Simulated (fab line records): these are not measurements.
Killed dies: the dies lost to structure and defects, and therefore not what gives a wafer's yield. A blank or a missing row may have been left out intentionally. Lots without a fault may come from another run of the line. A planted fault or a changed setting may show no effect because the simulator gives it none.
A struck lot beside a sound one ; flow n5_finfet ; 39 steps out of a route of 1938
Sound: wafers L409.1, L409.2, L409.6. Wafers L399.1, L399.4 were the ones struck. The cause is named last.
Each step with rows lists, per side, the tool, then ch with its chambers, then its first start. Under that, the readings that differ: sound wafers ; struck wafers ; difference of the means ; sigmas: that difference in standard deviations of wafers without a fault.
alike: words and numbers the same on both sides, and readings whose means are apart by under 2 such deviations; not compared: readings that were withheld, readings missing a value for some wafer, numbers with overlapping values and no deviation given by the record, and bounds like >300 which may hide the same value.
The two part at a step that has a row with sigmas, a row that says differs or no value, or rows on one side only. Numbers that have no deviation but don't overlap get no sigmas and don't part them. Lack of a reading on every wafer of one side parts them only where that side has two or more wafers.

first, 10 steps without rows for these wafers: N5_DUMMY_GATE_ETCH_23 (etches poly-Si in HBr/Cl2/O2, target depth 41 nm, time 22.3 s); N5_DUMMY_GATE_ETCH_44 (etches poly-Si in HBr/O2, stops on SiO2, target depth 127.5 nm); N5_DUMMY_GATE_ETCH_42 (etches SiO2 in CHF3/O2, target depth 3.5 nm, time 31 s); N5_DUMMY_GATE_STRIP_48 (strips in N2/H2, time 20 s); N5_DUMMY_GATE_PRECLEAN_33 (cleans in dHF, time 10 s); N5_DUMMY_GATE_PRECLEAN_25 (cleans in O3/DIW, time 45 s); N5_DUMMY_GATE_PRECLEAN_51 (cleans in SC2, time 45 s); N5_DUMMY_GATE_SRD_26 (time 30 s); N5_DUMMY_GATE_UV_OZONE_45 (time 120 s); N5_SPACER0_ALD_07 (deposits SiNx, target thk 2 nm).
N5_SPACER0_ALD_00: deposits SiOCN, target thk 3.5 nm, pulse time 3 s, purge time 2 s.
  sound on ald_sin-02 ch 0,2,3, day 6 17:05; struck on ald_sin-03 ch 0,1, day 4 06:11
reading;sound;struck;difference;sigmas
ald_cycles;58 58 58;67 67;+9;
precursor_pulse_height_rel;1.002 1.021 1.018;0.991 0.954;-0.041;-2
model.SiOCN_of_SPACER0_ALD_00.thk_nm (nm);3.4 3.4 3.4;4 4;+1;
  alike: heater_power_w
then, 25 steps without rows for these wafers: N5_SPACER0_ALD_08 (deposits SiNx, target thk 2 nm); N5_SD_EPI_N_COAT_32 (time 60 s, resist thk 350 nm); N5_SD_EPI_N_COAT_33 (time 60 s, resist thk 35 nm); N5_SD_EPI_N_COAT_03 (resist thk 150 nm); N5_SD_EPI_N_EBR_05; N5_SD_EPI_N_SOFTBAKE_04 (time 60 s); N5_SD_EPI_N_EXPOSE_06 (exposes mask SD N BLK, target cd 120 nm); N5_SD_EPI_N_PEB_07 (peb time 60 s); N5_SD_EPI_N_DEVELOP_08 (develop time 30 s); N5_SD_EPI_N_DESCUM_14 (chemistry O2, time 7.9 s); N5_SD_EPI_N_ETCH_34 (etches SiARC in CF4, target depth 45.5 nm, time 75.8 s); N5_SD_EPI_N_ETCH_35 (etches SOC in N2/H2, overetch 108 nm, time 486 s); N5_SD_EPI_N_STRIP_36 (strips in N2/H2); N5_SD_EPI_N_ETCHBACK_44 (etches SiNx in CH3F/O2, stops on SiO2, target depth 14.5 nm); N5_SD_EPI_N_ETCH_45 (etches SiOCN in CH3F/O2, target depth 6 nm); N5_SD_EPI_N_ETCH_16 (etches SiO2 in CHF3/O2, target depth 5 nm); N5_SD_EPI_N_STRIP_47 (strips in CHF3/O2); N5_SD_EPI_N_SD_RECESS_17 (chemistry HBr/Cl2/O2, target depth 41 nm, time 23.7 s, bt time 3 s); N5_SD_EPI_N_STRIP_38 (strips in N2/H2); N5_SD_EPI_N_WET_ETCH_43 (etches SiO2 in dHF, time 14 s, target depth 1.5 nm); N5_SD_EPI_N_STRIP_18 (strips in SPM, time 750 s); N5_SD_EPI_N_SRD_20 (time 30 s); N5_SD_EPI_N_PRECLEAN_48 (cleans in NF3:NH3, afs cycles 2, time 20 s, sublimation time 60 s); N5_SD_EPI_N_VAPOR_ETCH_50 (etches Si in HCl, time 54 s); N5_SD_EPI_N_EPI_21 (deposits Si:P, time 690 s).
N5_SD_EPI_P_PRECLEAN_32: cleans in dHF, time 10 s.
  sound on wet_bench-03 ch 3,4,6, day 7 03:03; struck on wet_bench-03 ch 1,2, day 4 16:16
reading;sound;struck;difference;sigmas
model.SiOCN_of_SPACER0_ALD_00.thk_nm (nm);3.4 3.4 3.4;4 4;+1;
-- record jumps: 4 days separate the struck wafers' starts on either side; left off in module SD_EPI_P, taken up again in module BEOL_M4, whose first shown step is the route's number 1111 --
N5_BEOL_M4_RC_MEAS_101:
  sound on prober-01 ch 0, day 11 18:34; struck on prober-02 ch 0, day 9 03:15
reading;sound;struck;difference;sigmas
DIBL_N (mV/V);36.8 36.8 37.7;32.3 33.4;-4.3;-3
IOFF_P (nA/um);0.209 0.209 0.222;0.143 0.155;-0.064;-2
REXT_N (ohm.um);77.0 76.8 77.0;81.5 82.8;+5.2;+3
REXT_P (ohm.um);93.2 93.9 94.9;108.6 107.9;+14.2;+6
VT_P (mV);-250.6 -251.0 -249.7;-256.7 -256.5;-6.2;-2
  alike: DIBL_P, IOFF_N, ION_N, ION_P, SS_N, SS_P, VT_N
next, for these wafers, 1 step has no rows: N5_PASSIVATION_PROBE_49.

== WHERE THEY PART ==
First at N5_SPACER0_ALD_00; last, within this record, at N5_BEOL_M4_RC_MEAS_101.

WHY: whatever the simulator had introduced
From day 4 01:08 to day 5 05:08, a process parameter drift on ald_sin-03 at N5_SPACER0_ALD_00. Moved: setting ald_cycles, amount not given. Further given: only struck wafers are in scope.
